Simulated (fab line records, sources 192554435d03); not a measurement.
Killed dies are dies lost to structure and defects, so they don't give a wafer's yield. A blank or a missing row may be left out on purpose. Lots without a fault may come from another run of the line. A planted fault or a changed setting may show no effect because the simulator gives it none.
Problem report in the 8D (eight disciplines) form, filled by code | flow n5_finfet | the parts of the form that need people (team, actions taken, sign-off) are left out

1. THE PROBLEM
killed_at_M4_up at N5_PASSIVATION_PROBE_49 reads a mean of 151 on 6 wafers of 2 lots; wafers without a fault read 14 with a standard deviation of 5.6. That is +24 standard deviations from the usual mean.
First seen on wafer L894.2, day 18 06:37, on prober-01. The record holds 18 wafers of 6 lots with a number at this step. Rule for "out", or "out of limits": more than 4 standard deviations from the usual mean. The other wafers with a number count as sound.

2. WHAT IT IS AND WHAT IT IS NOT
question                    | is                                                                                                   | is not
which readings at this step | killed_at_M4_up, defect_limited_yield, killed_dies, sort_bin_5_function, sort_n_pass, sort_yield_pct | killed_at_M0_to_M3, killed_at_contacts, killed_at_front_end, killed_at_other, killed_short
which lots                  | L894, L897                                                                                           | L881, L884, L890, L892
which wafers of those lots  | all that have a number                                                                               | -
read on which tools         | prober-01                                                                                            | prober-02
when                        | from day 18 06:37                                                                                    | up to then (12 sound wafers)

3. SUSPECTS, AND WHAT RULES EACH OUT
Counting: a tool at a process step up to the reading stays a suspect if it ran every lot that is out and no sound lot after the first of them.
- cvd_co-02 at N5_BEOL_M4_CVD_47 (deposits Co from CCTBA/H2, target thk 3 nm, time 223.8 s): kept. It ran every lot that is out, first L894 (day 13 15:38), and no sound lot after that; its last sound lot up to then is L884 (day 11 00:44).
- prober-01 at N5_PASSIVATION_PROBE_49: kept. It ran every lot that is out, first L894 (day 18 06:37), and no sound lot after that; its last sound lot up to then is L892 (day 18 03:01). Its own readings are out on those wafers: defect_limited_yield, killed_at_M4_up, killed_dies, sort_bin_5_function, sort_n_pass, sort_yield_pct.
Left after counting: cvd_co-02 at N5_BEOL_M4_CVD_47, prober-01 at N5_PASSIVATION_PROBE_49.

4. THE CAUSE (what the simulator had put in)
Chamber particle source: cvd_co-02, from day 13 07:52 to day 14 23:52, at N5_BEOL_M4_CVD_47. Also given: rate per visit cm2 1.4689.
Counting left 2 suspects, and this tool is among them.

5. THE CHAIN OF EFFECTS, in route order
Each row: a reading whose mean over the struck wafers that have a number lies more than 3 standard deviations from the usual. Only readings for which the record gives a usual standard deviation are gone through. hours: the time from each lot's start at the first step in this table that gives one to its start at this step, as a median over the lots. sigmas: the change in usual standard deviations.
hours | step                    | reading              | usual  | on struck wafers | change | sigmas
0     | N5_PASSIVATION_PROBE_49 | defect_limited_yield | 91.2 % | 81.0             | -10.2  | -7.3
0     | N5_PASSIVATION_PROBE_49 | killed_at_M4_up      | 14     | 151              | +137   | +24
0     | N5_PASSIVATION_PROBE_49 | killed_dies          | 104    | 224              | +120   | +7.0
0     | N5_PASSIVATION_PROBE_49 | sort_bin_5_function  | 5.1 %  | 11.3             | +6.2   | +6.5
0     | N5_PASSIVATION_PROBE_49 | sort_n_pass          | 1076   | 956              | -120   | -7.0
0     | N5_PASSIVATION_PROBE_49 | sort_yield_pct       | 91.2 % | 81.0             | -10.2  | -7.3
The process steps in it:
- N5_PASSIVATION_PROBE_49

6. WHAT WOULD HAVE CAUGHT IT SOONER
In this record the first reading out of limits was taken at day 18 06:37, 119 hours after the fault began at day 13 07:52.
All the lots that are out (2) had begun N5_BEOL_M4_CVD_47 on cvd_co-02 by day 18 06:37. A hold on the tool at that time would have spared none of them.
